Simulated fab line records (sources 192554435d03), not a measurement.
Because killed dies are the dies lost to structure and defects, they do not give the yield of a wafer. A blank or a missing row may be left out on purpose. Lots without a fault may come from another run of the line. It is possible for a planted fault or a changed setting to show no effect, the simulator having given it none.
Code-filled problem report in 8D (eight disciplines) form    flow n5 finfet    the parts of the form that need people (team, actions taken, sign-off) are left out

== 1. THE ISSUE ==
killed on rim at N5_PASSIVATION_PROBE_49 reads a mean of 151 on 6 wafers of 2 lots; wafers without a fault read 14 with a standard deviation of 3.5. Relative to the usual mean, that is a shift of +39 standard deviations.
The first sign was on wafer L774.1 at day 15 15:56, on prober-02. The record holds 15 wafers of 5 lots with a number at this step. By rule, "out" or "out of limits" means more than 4 standard deviations away from the usual mean. The rest of the wafers with a number are treated as sound.

== 2. WHAT THIS IS AND IS NOT ==
question                     is                                                                                                  is not
which readings at this step  killed on rim, defect limited yield, killed at front end, killed dies, sort n pass, sort yield pct  killed_at_M4_up, killed at contacts, killed at other, killed short, sort_bin_5_function, sort_bin_6_memory
which lots                   L774, L775                                                                                          L762, L765, L779
which wafers of those lots   all that have a number                                                                              -
read on which tools          prober-02                                                                                           prober-01
when                         from day 15 15:56                                                                                   up to then (6 sound wafers); but 3 sound wafers of L779 came after

== 3. SUSPECTS, AND WHAT RULES EACH OUT ==
Counting: a tool at a process step up to the reading stays a suspect if it ran every lot that is out and no sound lot after the first of them.
- ald sin-01 at N5_GATE_CUT_ALD_22 (deposits SiNx, target thk 16 nm, pulse time 1 s, ald cycles 320): kept. All lots that are out passed through it, beginning with L774 at day 8 11:19, and no sound lot followed; its final sound lot before that point was L765 at day 6 05:36.
- prober-02 at N5_PASSIVATION_PROBE_49: kept. It ran every lot that is out, first L774 (day 15 15:56), and no sound lot after that. Out on those wafers are its own readings of defect limited yield, killed at front end, killed dies, killed on rim, sort n pass, sort yield pct.
What counting leaves: ald sin-01 at N5_GATE_CUT_ALD_22 and prober-02 at N5_PASSIVATION_PROBE_49.

== 4. THE CAUSE (what the simulator had put in) ==
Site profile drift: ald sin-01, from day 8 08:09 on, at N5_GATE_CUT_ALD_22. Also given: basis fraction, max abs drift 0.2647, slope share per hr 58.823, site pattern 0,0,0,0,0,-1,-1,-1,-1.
Counting left 2 suspects, and this tool is among them.

== 5. SEQUENCE OF EFFECTS, ordered by route ==
Each row: a reading whose mean over the struck wafers that have a number lies more than 3 standard deviations from the usual. Scope: only readings with a usual standard deviation given in the record; hours: median across lots of the time from each lot's start at the first step in this table that gives one to its start at this step; sigmas: change in usual standard deviations.
hours  step                     reading               usual   on struck wafers  change  sigmas
0      N5_PASSIVATION_PROBE_49  defect limited yield  91.1 %  65.6              -25.5   -20
0      N5_PASSIVATION_PROBE_49  killed at front end   39      347               +308    +33
0      N5_PASSIVATION_PROBE_49  killed dies           105     406               +301    +20
0      N5_PASSIVATION_PROBE_49  killed on rim         14      151               +137    +39
0      N5_PASSIVATION_PROBE_49  sort n pass           1075    774               -301    -20
0      N5_PASSIVATION_PROBE_49  sort yield pct        91.1 %  65.6              -25.5   -20
The process steps in it:
- N5_PASSIVATION_PROBE_49

== 6. HOW IT WOULD HAVE BEEN CAUGHT EARLIER ==
In this record no reading fell out of limits until day 15 15:56, 176 hours after the fault had begun at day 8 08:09.
An alarm limit of 4 standard deviations would not have fired on the tool readings at N5_GATE_CUT_ALD_22 for which the record gives a usual standard deviation, since none of them was out on any struck wafer.
By day 15 15:56 the whole set of lots that are out, 2 in number, had already begun N5_GATE_CUT_ALD_22 on ald sin-01. Holding the tool at that point would not have protected any of them.
